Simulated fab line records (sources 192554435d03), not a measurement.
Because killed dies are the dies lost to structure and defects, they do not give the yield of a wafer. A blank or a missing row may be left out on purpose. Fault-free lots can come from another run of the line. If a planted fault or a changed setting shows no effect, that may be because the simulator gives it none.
Which tool is to blame?    flow n5 finfet    Sampling: 11 lots, 27 wafers, 5 of 1938 route steps

WHAT THE GAUGES READ, wafer by wafer
No reading from a measuring or inspecting step in the record can be judged against a usual standard deviation.

EACH LOT AND THE TOOL THAT RAN IT (in order: tool; ch and the chambers of the sampled wafers; start)
lot   N5_BEOL_M11_ETCH_65                 N5_MIM_BOT_ETCH_ETCH_04             N5_PASSIVATION_AL_DEP_21      N5_PASSIVATION_DESCUM_46            N5_PASSIVATION_PROBE_49
L667  rie diel-01 ch 2,3, day 10 21:51    rie diel-05 ch 0,2, day 12 08:26    pvd sputter-02, day 12 13:48  rie diel-06 ch 0,2, day 12 16:31    prober-01, day 12 19:40
L670  rie diel-04 ch 1,2, day 11 16:46    rie diel-06 ch 1,2, day 12 21:36    pvd sputter-02, day 13 00:50  rie diel-06 ch 0,2, day 13 03:10    prober-02, day 13 06:14
L674  rie diel-04 ch 1,2, day 12 21:10    rie diel-03 ch 1,2,3, day 14 08:37  pvd sputter-01, day 14 13:41  rie diel-05 ch 0,2, day 14 16:11    prober-02, day 14 19:15
L675  rie diel-04 ch 0,1,3, day 13 04:41  rie diel-03 ch 0,1,2, day 14 09:07  pvd sputter-01, day 14 13:11  rie diel-06 ch 1,2,3, day 14 16:08  prober-01, day 14 19:10
L676  rie diel-02 ch 0,3, day 13 13:02    rie diel-05 ch 0,2, day 14 21:39    pvd sputter-01, day 15 00:49  rie diel-06 ch 1,2, day 15 03:19    prober-01, day 15 06:28
L677  rie diel-01 ch 0,2, day 13 13:07    rie diel-06 ch 3, day 14 21:16      pvd sputter-01, day 14 23:29  rie diel-03 ch 1,3, day 15 02:38    prober-01, day 15 05:50
L678  rie diel-04 ch 0, day 13 23:41      rie diel-06 ch 1,2, day 15 04:32    pvd sputter-01, day 15 09:28  rie diel-06 ch 1,2, day 15 15:17    prober-01, day 15 19:31
L679  rie diel-01 ch 0,1, day 14 03:35    rie diel-03 ch 0,1,2, day 15 12:42  pvd sputter-03, day 15 17:02  rie diel-03 ch 1,2,3, day 15 20:11  prober-02, day 15 23:23
L680  rie diel-04 ch 1,3, day 14 05:10    rie diel-05 ch 1,2, day 15 12:32    pvd sputter-01, day 15 17:13  rie diel-06 ch 0, day 15 19:41      prober-01, day 15 22:47
L684  rie diel-01 ch 0,1, day 15 10:36    rie diel-03 ch 1,2,3, day 16 19:49  pvd sputter-01, day 17 00:14  rie diel-06 ch 1,2, day 17 02:50    prober-01, day 17 05:57
L688  rie diel-01 ch 0,2,3, day 16 04:28  rie diel-03 ch 0,1,3, day 17 15:03  pvd sputter-03, day 17 18:59  rie diel-03 ch 0,2,3, day 17 21:46  prober-02, day 18 00:54
- N5_BEOL_M11_ETCH_65: etches SiARC in CF4, target depth 39 nm, time 65 s.
- N5_MIM_BOT_ETCH_ETCH_04: etches SiNx in CF4/O2, target depth 26 nm, time 13 s.
- N5_PASSIVATION_AL_DEP_21: deposits Al, target thk 2800 nm, time 170 s.
- N5_PASSIVATION_DESCUM_46: chemistry O2, time 7.9 s.
- N5_PASSIVATION_PROBE_49

AS READ BY THE TOOLS THEMSELVES (means over the sampled wafers that have a number; for cases with no such wafer, the mark the record gives instead)
N5_BEOL_M11_ETCH_65. Usual: drypump motor current A 5.9 A, standard deviation 0.57; etch rf on time s 65.6 s, standard deviation 2.6; oes product au 0.66 a.u., standard deviation 0.059; rf vpp V 183.8 V, standard deviation 1.1; showerhead plenum p Torr 2.13 Torr, standard deviation 0.064; throttle valve pct 15.55 %, standard deviation 0.19.
lot   tool         drypump motor current A (A)  etch rf on time s (s)  oes product au (a.u.)  rf vpp V (V)  showerhead plenum p Torr (Torr)  throttle valve pct (%)  flag
L667  rie diel-01  6.5                          65.9                   0.62                   182.9         2.09                             15.34                   
L670  rie diel-04  5.3                          65.5                   0.67                   183.8         2.11                             15.54                   
L674  rie diel-04  5.2                          65.1                   0.67                   184.4         2.13                             15.56                   
L675  rie diel-04  5.9                          65.7                   0.65                   184.2         2.15                             15.60                   
L676  rie diel-02  5.8                          67.6                   0.67                   183.8         2.15                             15.73                   
L677  rie diel-01  5.9                          63.2                   0.68                   183.8         2.06                             15.32                   
L678  rie diel-04  6.1                          69.3                   0.58                   184.0         2.21                             15.78                   
L679  rie diel-01  5.5                          63.8                   0.70                   184.1         2.10                             15.43                   
L680  rie diel-04  5.8                          63.1                   0.68                   184.1         2.11                             15.54                   
L684  rie diel-01  5.5                          64.6                   0.69                   183.0         2.10                             15.46                   
L688  rie diel-01  6.1                          65.5                   0.63                   184.0         2.08                             15.38                   

N5_MIM_BOT_ETCH_ETCH_04. Usual: drypump motor current A 5.5 A, standard deviation 0.51; oes product au 0.80 a.u., standard deviation 0.072; rf vpp V 239 V, standard deviation 6.4; showerhead plenum p Torr 2.18 Torr, standard deviation 0.049; throttle valve pct 16.00 %, standard deviation 0.17.
lot   tool         drypump motor current A (A)  oes product au (a.u.)  rf vpp V (V)  showerhead plenum p Torr (Torr)  throttle valve pct (%)  flag
L667  rie diel-05  5.3                          0.77                   234           2.12                             16.13                   
L670  rie diel-06  5.3                          0.91                   236           2.17                             15.96                   
L674  rie diel-03  5.7                          0.84                   245           2.19                             15.84                   
L675  rie diel-03  6.0                          0.83                   244           2.17                             15.92                   
L676  rie diel-05  5.3                          0.76                   232           2.12                             16.19                   
L677  rie diel-06  4.8                          0.95                   236           2.26                             15.86                   
L678  rie diel-06  5.3                          0.85                   236           2.16                             16.01                   
L679  rie diel-03  6.0                          0.83                   244           2.17                             15.95                   
L680  rie diel-05  4.9                          0.73                   239           2.15                             16.04                   
L684  rie diel-03  5.7                          0.81                   244           2.19                             15.87                   
L688  rie diel-03  5.9                          0.81                   245           2.17                             16.02                   

N5_PASSIVATION_AL_DEP_21. Usual: chamber pressure pa 0.4001 Pa, standard deviation 0.00077; throttle valve pct 29.6 %, standard deviation 0.92.
lot   tool            chamber pressure pa (Pa)  throttle valve pct (%)  flag
L667  pvd sputter-02  0.4005                    29.9                    
L670  pvd sputter-02  0.3996                    29.9                    
L674  pvd sputter-01  0.4003                    29.6                    
L675  pvd sputter-01  0.4010                    28.7                    
L676  pvd sputter-01  0.4000                    29.5                    
L677  pvd sputter-01  0.3992                    28.4                    
L678  pvd sputter-01  0.4001                    28.3                    
L679  pvd sputter-03  0.4000                    30.0                    
L680  pvd sputter-01  0.4006                    28.5                    
L684  pvd sputter-01  0.3996                    28.8                    
L688  pvd sputter-03  0.3994                    29.8                    

N5_PASSIVATION_DESCUM_46. Usual: drypump motor current A 5.5 A, standard deviation 0.5; oes product au 0.84 a.u., standard deviation 0.069; rf vpp V 242.9 V, standard deviation 1.2; showerhead plenum p Torr 2.08 Torr, standard deviation 0.05; throttle valve pct 20.48 %, standard deviation 0.15.
lot   tool         drypump motor current A (A)  oes product au (a.u.)  rf vpp V (V)  showerhead plenum p Torr (Torr)  throttle valve pct (%)  flag
L667  rie diel-06  5.0                          0.86                   243.3         2.09                             20.35                   
L670  rie diel-06  5.0                          0.85                   242.9         2.08                             20.35                   
L674  rie diel-05  5.5                          0.77                   241.5         2.01                             20.53                   
L675  rie diel-06  5.1                          0.91                   242.9         2.09                             20.52                   
L676  rie diel-06  5.3                          0.87                   241.7         2.05                             20.56                   
L677  rie diel-03  5.7                          0.84                   242.7         2.09                             20.49                   
L678  rie diel-06  5.3                          0.86                   242.8         2.05                             20.57                   
L679  rie diel-03  5.7                          0.83                   243.3         2.10                             20.50                   
L680  rie diel-06  5.2                          0.80                   242.8         2.10                             20.16                   
L684  rie diel-06  5.5                          0.85                   242.0         2.04                             20.57                   
L688  rie diel-03  5.9                          0.81                   243.5         2.09                             20.53                   

N5_PASSIVATION_PROBE_49. Usual: defect limited yield 91.3 %, standard deviation 1.4; killed_at_M0_to_M3 32, standard deviation 9.5; killed_at_M4_up 14, standard deviation 5.2; killed at contacts 13, standard deviation 5.7; killed at front end 41, standard deviation 12; killed at other 3.5, standard deviation 2.6; killed dies 103, standard deviation 17; killed on rim 14, standard deviation 4; killed open 68, standard deviation 14; killed short 32, standard deviation 7; sort_bin_4_leakage 0.01 %, standard deviation 0.051; sort_bin_5_function 5.0 %, standard deviation 0.91; sort_bin_6_memory 3.3 %, standard deviation 0.7; sort n pass 1076, standard deviation 17; sort yield pct 91.2 %, standard deviation 1.4.
lot   tool       defect limited yield (%)  killed_at_M0_to_M3  killed_at_M4_up  killed at contacts  killed at front end  killed at other  killed dies  killed on rim  killed open  killed short  sort_bin_4_leakage (%)  sort_bin_5_function (%)  sort_bin_6_memory (%)  sort n pass  sort yield pct (%)  flag
L667  prober-01  90.0                      34                  20               17                  41                   5.5              118          14             80           37            0.09                    5.8                      3.8                    1062         89.9                
L670  prober-02  90.5                      32                  14               11                  52                   3.5              112          12             80           30            0.00                    5.8                      3.2                    1068         90.5                
L674  prober-02  90.5                      31                  14               12                  50                   5.3              112          19             73           35            0.17                    4.9                      3.9                    1066         90.4                OFF
L675  prober-01  92.4                      23                  14               15                  34                   3.3              90           10             57           29            0.00                    4.5                      2.6                    1090         92.4                
L676  prober-01  90.4                      30                  8                8                   56                   9.5              112          16             72           40            0.00                    5.0                      4.3                    1068         90.4                
L677  prober-01  88.8                      50                  18               12                  50                   1.5              132          19             95           36            0.00                    6.8                      3.9                    1048         88.8                
L678  prober-01  92.7                      24                  8                8                   46                   2.0              87           12             51           30            0.00                    4.2                      2.5                    1093         92.7                
L679  prober-02  89.6                      33                  15               17                  52                   5.7              123          14             74           42            0.00                    5.5                      4.0                    1057         89.6                
L680  prober-01  92.8                      24                  14               16                  30                   1.5              86           10             56           30            0.00                    4.2                      2.9                    1094         92.8                
L684  prober-01  82.7                      34                  112              12                  41                   4.7              205          28             72           36            0.03                    10.3                     4.1                    975          82.6                OFF
L688  prober-02  82.8                      38                  122              11                  27                   3.7              203          25             59           26            0.06                    9.6                      4.0                    977          82.8                OFF

THE ANSWER, worked out from the rows above alone
Rule: a lot counts as off when the mean over its wafers that have a number is more than 3 standard deviations away from the usual mean. Also off: a lot with no number at a reading for which 4 or more lots have one. All remaining lots with rows at the step are treated as sound. The gauges are gone through in route order, then the tools' own readings, and for those a lot's mean is taken as printed above. The first step at which some lot is off is used, and at that step the reading that is off furthest; a lot without a number counts as furthest.
Off at N5_PASSIVATION_PROBE_49 (killed_at_M4_up): L684, L688.
If a tool, at that step or one of the process steps before it, ran each lot that is off and ran no sound lot following the first of them, it fits. 2 tools fit, rie diel-01 at N5_BEOL_M11_ETCH_65 and rie diel-03 at N5_MIM_BOT_ETCH_ETCH_04, so this cannot tell which one it is.

WHAT HAD BEEN PUT IN BY THE SIMULATOR
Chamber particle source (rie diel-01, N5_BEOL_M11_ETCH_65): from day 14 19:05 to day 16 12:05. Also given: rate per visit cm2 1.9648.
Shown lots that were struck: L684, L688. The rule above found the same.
